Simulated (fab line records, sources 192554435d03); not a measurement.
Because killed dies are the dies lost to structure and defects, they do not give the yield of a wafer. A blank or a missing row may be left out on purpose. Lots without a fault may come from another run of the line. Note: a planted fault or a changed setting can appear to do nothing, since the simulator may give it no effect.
What tool caused it? -- flow n5-finfet -- Sampling: 9 lots, 27 wafers, 6 of 1938 route steps

== WHAT EACH GAUGE READ, for each wafer ==
N5_ILD0_THK_MEAS_13. Usual: thk-nm reads 17.6 nm (standard deviation 1.1).
lot,measured,on,thk-nm (nm),flag
L370,day 4 11:52,film-metro-01,18.6 17.7 17.9,
L373,day 5 09:27,film-metro-02,18.2 17.0 16.6,
L378,day 6 13:35,film-metro-01,17.6 16.6 16.4,
L379,day 6 19:34,film-metro-02,16.9 18.6 17.0,
L380,day 7 00:35,film-metro-01,15.6 18.4 18.2,
L383,day 7 18:08,film-metro-02,17.6 19.3 18.4,
L388,day 8 20:40,film-metro-01,17.8 16.9 16.7,
L389,day 9 09:00,film-metro-01,16.8 19.4 16.3,
L390,day 9 13:58,film-metro-01,17.6 15.9 16.5,

N5_SDB_CD_MEAS_11: the cd target is 50 nm. Usual: cd-nm reads 49.3 nm (standard deviation 1.1).
lot,measured,on,cd-nm (nm),flag
L370,day 4 12:22,cd-sem-02,50.7 48.5 50.6,
L373,day 5 09:50,cd-sem-03,48.3 48.0 47.5,
L378,day 6 14:06,cd-sem-03,49.0 48.6 49.0,
L379,day 6 19:57,cd-sem-02,47.7 48.2 49.3,
L380,day 7 00:58,cd-sem-01,51.4 51.1 51.1,
L383,day 7 18:31,cd-sem-03,50.1 49.1 50.1,
L388,day 8 21:11,cd-sem-01,48.5 50.6 49.2,
L389,day 9 09:23,cd-sem-02,47.7 49.9 47.9,
L390,day 9 14:31,cd-sem-03,47.9 48.7 50.3,

N5_DUMMY_REMOVAL_INSPECT_06: inspects for defects (brightfield). Usual: raw-defect-count reads 13 (standard deviation 6.8).
lot,measured,on,raw-defect-count,flag
L370,day 4 16:53,defect-inspect-02,13 23 14,
L373,day 5 14:12,defect-inspect-02,7 8 6,
L378,day 6 18:50,defect-inspect-01,131 132 142,OFF
L379,day 7 00:40,defect-inspect-02,143 151 132,OFF
L380,day 7 05:20,defect-inspect-02,138 136 136,OFF
L383,day 7 22:44,defect-inspect-02,23 27 19,
L388,day 9 01:25,defect-inspect-01,13 10 15,
L389,day 9 13:36,defect-inspect-01,23 9 15,
L390,day 9 18:41,defect-inspect-01,25 30 27,

N5_BEOL_M4_RC_MEAS_101. Usual: DIBL_N 36.3 mV/V, standard deviation 1.8; DIBL_P 36.5 mV/V, standard deviation 2.1; IOFF_N 0.16 nA/um, standard deviation 0.031; IOFF_P 0.22 nA/um, standard deviation 0.038; ION_N 677 uA/um, standard deviation 12; ION_P 466 uA/um, standard deviation 7.8; SS_N 71.5 mV/dec, standard deviation 0.61; SS_P 73.2 mV/dec, standard deviation 0.7; VT_N 249 mV, standard deviation 3; VT_P -248.9 mV, standard deviation 3.
lot,measured,on,DIBL_N (mV/V),DIBL_P (mV/V),IOFF_N (nA/um),IOFF_P (nA/um),ION_N (uA/um),ION_P (uA/um),SS_N (mV/dec),SS_P (mV/dec),VT_N (mV),VT_P (mV),flag
L370,day 9 09:10,prober-02,35.9 36.7 36.4,36.8 37.7 37.2,0.15 0.17 0.16,0.20 0.22 0.20,667 664 687,456 459 463,72.2 72.4 71.9,73.3 73.4 73.5,250 252 248,-249.2 -251.5 -251.7,
L373,day 10 13:41,prober-01,35.2 39.7 40.4,34.4 39.6 41.0,0.14 0.22 0.24,0.19 0.26 0.30,678 673 703,469 460 474,71.7 72.0 71.7,72.3 74.2 74.4,249 247 242,-249.9 -245.4 -245.9,
L378,day 11 08:43,prober-02,35.6 35.2 36.9,34.6 34.5 36.5,0.15 0.15 0.18,0.21 0.21 0.25,664 675 675,460 466 463,70.8 70.6 71.5,72.6 73.3 73.8,251 250 248,-247.7 -248.2 -245.0,
L379,day 11 09:18,prober-01,37.9 34.4 35.5,38.5 33.2 34.8,0.17 0.11 0.13,0.26 0.18 0.20,681 655 670,468 456 465,71.8 70.1 70.9,73.0 71.7 72.9,249 257 253,-246.4 -253.3 -249.0,
L380,day 11 23:54,prober-01,37.1 38.7 38.9,35.6 37.7 38.3,0.15 0.19 0.18,0.21 0.25 0.27,672 687 679,465 471 467,72.3 72.5 72.9,73.7 73.8 73.5,253 250 250,-248.6 -247.8 -247.4,
L383,day 12 03:20,prober-01,36.0 35.6 37.9,35.1 34.4 37.3,0.14 0.13 0.18,0.21 0.20 0.24,665 664 685,461 459 462,70.5 71.0 71.1,71.8 72.4 73.0,251 253 249,-251.0 -252.6 -247.0,
L388,day 13 19:41,prober-02,32.2 32.5 33.8,32.2 32.5 33.8,0.10 0.11 0.12,0.15 0.15 0.17,641 671 650,449 462 453,70.8 70.4 70.7,72.1 72.4 72.5,256 255 253,-254.0 -252.8 -252.0,
L389,day 14 04:28,prober-01,36.1 36.2 36.2,36.8 36.5 37.3,0.17 0.16 0.16,0.23 0.23 0.25,682 682 683,469 475 467,71.8 71.7 71.4,73.2 72.9 73.1,248 248 249,-249.1 -246.7 -244.5,
L390,day 14 01:23,prober-01,34.1 34.1 38.3,35.5 34.8 40.8,0.14 0.14 0.23,0.20 0.19 0.31,680 661 698,469 457 477,71.8 71.4 71.7,72.6 72.4 73.5,250 249 245,-250.0 -249.1 -246.5,

== EACH LOT AND THE TOOL THAT RAN IT (in order: tool; ch and the chambers of the sampled wafers; start) ==
lot,N5_DUMMY_REMOVAL_HM_STRIP_01,N5_HKMG_FIN_ALD_75
L370,"rie-diel-04 ch 1,2, day 4 16:42","ald-hk-03 ch 0,3, day 4 17:44"
L373,"rie-diel-06 ch 0,2,3, day 5 14:01","ald-hk-02 ch 0,1,3, day 5 15:11"
L378,"rie-diel-03 ch 0,1,3, day 6 18:38","ald-hk-02 ch 1,2,3, day 6 19:47"
L379,"rie-diel-04 ch 0,1, day 7 00:28","ald-hk-01 ch 1,2,3, day 7 01:33"
L380,"rie-diel-06 ch 0,3, day 7 05:08","ald-hk-03 ch 0,1,3, day 7 06:13"
L383,"rie-diel-06 ch 2,3, day 7 22:32","ald-hk-02 ch 1,3, day 7 23:34"
L388,"rie-diel-04 ch 2,3, day 9 01:14","ald-hk-03 ch 0,2, day 9 02:16"
L389,"rie-diel-04 ch 0,1,2, day 9 13:24","ald-hk-03 ch 1,2,3, day 9 14:27"
L390,"rie-diel-03 ch 0,1, day 9 18:29","ald-hk-02 ch 0,1,3, day 9 19:32"
- N5_DUMMY_REMOVAL_HM_STRIP_01: strips SiNx in CH3F/O2, stops on poly-Si, target depth 4 nm, time 6.8 s.
- N5_HKMG_FIN_ALD_75: deposits Al2O3, target thk 1 nm, co reactant pulse time 1 s.

== WHAT THE TOOLS THEMSELVES READ (means of the sampled wafers that have a number; where no wafer has one, the mark that the record gives instead) ==
N5_DUMMY_REMOVAL_HM_STRIP_01. Usual: CH3F_flow_sccm 30.01 sccm, standard deviation 0.092; O2_flow_sccm 20.01 sccm, standard deviation 0.061; drypump-motor-current-A 5.9 A, standard deviation 0.42; oes-product-au 0.62 a.u., standard deviation 0.05; rf-vpp-V 127.7 V, standard deviation 0.99; showerhead-plenum-p-Torr 2.04 Torr, standard deviation 0.056; throttle-valve-pct 16.41 %, standard deviation 0.29.
lot,tool,CH3F_flow_sccm (sccm),O2_flow_sccm (sccm),drypump-motor-current-A (A),oes-product-au (a.u.),rf-vpp-V (V),showerhead-plenum-p-Torr (Torr),throttle-valve-pct (%),flag
L370,rie-diel-04,30.06,19.98,6.3,0.61,128.0,2.09,16.46,
L373,rie-diel-06,29.97,19.99,5.6,0.62,126.9,1.95,16.51,
L378,rie-diel-03,-,-,-,-,-,-,-,OFF
L379,rie-diel-04,-,-,-,-,-,-,-,OFF
L380,rie-diel-06,-,-,-,-,-,-,-,OFF
L383,rie-diel-06,30.12,19.92,5.7,0.64,126.3,1.93,16.37,
L388,rie-diel-04,29.94,19.98,5.7,0.58,129.0,2.06,16.67,
L389,rie-diel-04,30.03,20.01,6.3,0.62,126.6,2.06,16.33,
L390,rie-diel-03,29.97,20.09,5.9,0.56,127.5,2.06,16.56,

N5_HKMG_FIN_ALD_75. Usual: heater-power-w 147 W, standard deviation 13; precursor-pulse-height-rel 0.997, standard deviation 0.019.
lot,tool,heater-power-w (W),precursor-pulse-height-rel,flag
L370,ald-hk-03,144,1.001,
L373,ald-hk-02,147,0.979,
L378,ald-hk-02,149,0.988,
L379,ald-hk-01,151,1.008,
L380,ald-hk-03,138,1.013,
L383,ald-hk-02,149,1.028,
L388,ald-hk-03,148,0.997,
L389,ald-hk-03,146,0.993,
L390,ald-hk-02,146,0.988,

== THE ANSWER, worked out from the rows above alone ==
Rule: lot off if the mean of its wafers having a number is beyond 3 standard deviations from the usual mean. Also off: a lot with no number at a reading for which 4 or more lots have one. The other lots that the step has rows for count as sound. First the gauges in route order, then the tools' own readings, where a lot's mean is used as printed above. At the first step where some lot is off, the reading lying furthest off is the one used; lots without a number count as furthest.
Off: L378, L379, L380, at N5_DUMMY_REMOVAL_INSPECT_06 (raw-defect-count).
If a tool, at a process step before that reading, ran all the lots that are off and no sound lot after the first of them, it fits. Not tried: the gauges at N5_DUMMY_REMOVAL_INSPECT_06; whatever is off there is also off at N5_DUMMY_REMOVAL_HM_STRIP_01, on other tools, and gauge error can't account for it. No candidate that was tried fits.

== WHAT HAD BEEN PUT IN BY THE SIMULATOR ==
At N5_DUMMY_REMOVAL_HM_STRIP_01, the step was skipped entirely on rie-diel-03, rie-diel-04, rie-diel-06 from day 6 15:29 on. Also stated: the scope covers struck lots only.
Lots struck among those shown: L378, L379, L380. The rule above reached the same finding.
